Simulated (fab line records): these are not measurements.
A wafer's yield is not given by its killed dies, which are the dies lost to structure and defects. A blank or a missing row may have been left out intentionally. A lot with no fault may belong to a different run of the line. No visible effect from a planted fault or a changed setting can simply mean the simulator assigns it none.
Matching of chambers + flow n5 finfet + ald sin-02 running N5_ILD0_LINER_00: 4 sister chambers
The step material SiNx, target thk 4 nm, pulse time 1 s, purge time 2 s. 20 wafers are shown with their chamber, then 10 later ones without.

== WAFERS WITH THEIR CHAMBER ==
| wafer  | chamber | heater power w (W) | precursor pulse height rel |
|--------|---------|--------------------|----------------------------|
| L074.2 | 1       | 773                | 0.997                      |
| L074.4 | 0       | 918                | 0.982                      |
| L074.5 | 0       | 937                | 0.967                      |
| L078.2 | 0       | 925                | 0.967                      |
| L078.3 | 1       | 782                | 1.016                      |
| L078.4 | 3       | 868                | 1.044                      |
| L081.3 | 2       | 884                | 1.000                      |
| L081.4 | 0       | 840                | 0.990                      |
| L081.6 | 1       | 769                | 0.994                      |
| L083.2 | 1       | 742                | 0.971                      |
| L083.5 | 1       | 767                | 1.003                      |
| L083.6 | 2       | 892                | 0.989                      |
| L085.1 | 3       | 827                | 0.989                      |
| L085.4 | 1       | 751                | 0.999                      |
| L085.5 | 2       | 893                | 0.960                      |
| L088.2 | 2       | 885                | 0.971                      |
| L088.5 | 1       | 780                | 1.017                      |
| L088.6 | 2       | 883                | 0.991                      |
| L089.1 | 2       | 905                | 1.003                      |
| L089.4 | 1       | 760                | 0.977                      |

SIGNATURES, as means of the wafers listed above
| reading                    | chamber 0 | chamber 1 | chamber 2 | chamber 3 | scatter within a chamber |
|----------------------------|-----------|-----------|-----------|-----------|--------------------------|
| heater power w             | 905.00    | 765.50    | 890.33    | 847.50    | 22.8                     |
| precursor pulse height rel | 0.97650   | 0.99675   | 0.98567   | 1.01650   | 0.018                    |
Rule: for a wafer and a chamber, the distance is found by dividing, reading by reading, the gap between the wafer's reading and the chamber's mean by the reading's scatter, squaring, summing and taking the root. The wafer belongs to the nearest chamber; if the next one is less than 2 further off, it can't be placed. How the scatter is found: for the shown wafers, subtract from each reading the mean of its chamber, square and add these, divide the total by (wafers less chambers), then take the root.

== WAFERS WITHOUT THEIR CHAMBER ==
| wafer  | heater power w (W) | precursor pulse height rel |
|--------|--------------------|----------------------------|
| L089.6 | 872                | 0.998                      |
| L094.1 | 764                | 0.998                      |
| L094.2 | 871                | 1.016                      |
| L094.3 | 857                | 1.015                      |
| L094.4 | 866                | 1.009                      |
| L094.5 | 865                | 1.027                      |
| L094.6 | 834                | 0.969                      |
| L095.1 | 846                | 1.002                      |
| L095.2 | 882                | 1.024                      |
| L095.5 | 894                | 0.975                      |

== EACH ONE'S CHAMBER ==
| wafer  | from the rows above               | in truth |
|--------|-----------------------------------|----------|
| L089.6 | can't be placed: 2 or 3 or 0      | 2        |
| L094.1 | 1                                 | 1        |
| L094.2 | can't be placed: 3 or 2 or 0      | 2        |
| L094.3 | can't be placed: 3 or 2           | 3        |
| L094.4 | can't be placed: 3 or 2 or 0      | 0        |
| L094.5 | can't be placed: 3 or 2           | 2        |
| L094.6 | can't be placed: 2 or 3 or 0 or 1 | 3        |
| L095.1 | can't be placed: 3 or 2           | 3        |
| L095.2 | can't be placed: 3 or 2 or 0      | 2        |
| L095.5 | can't be placed: 0 or 2           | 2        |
Placed correctly: 1 of 10. From these rows, 9 cannot be placed; in 9 the true chamber is one of the candidates. Placed wrongly: 0.
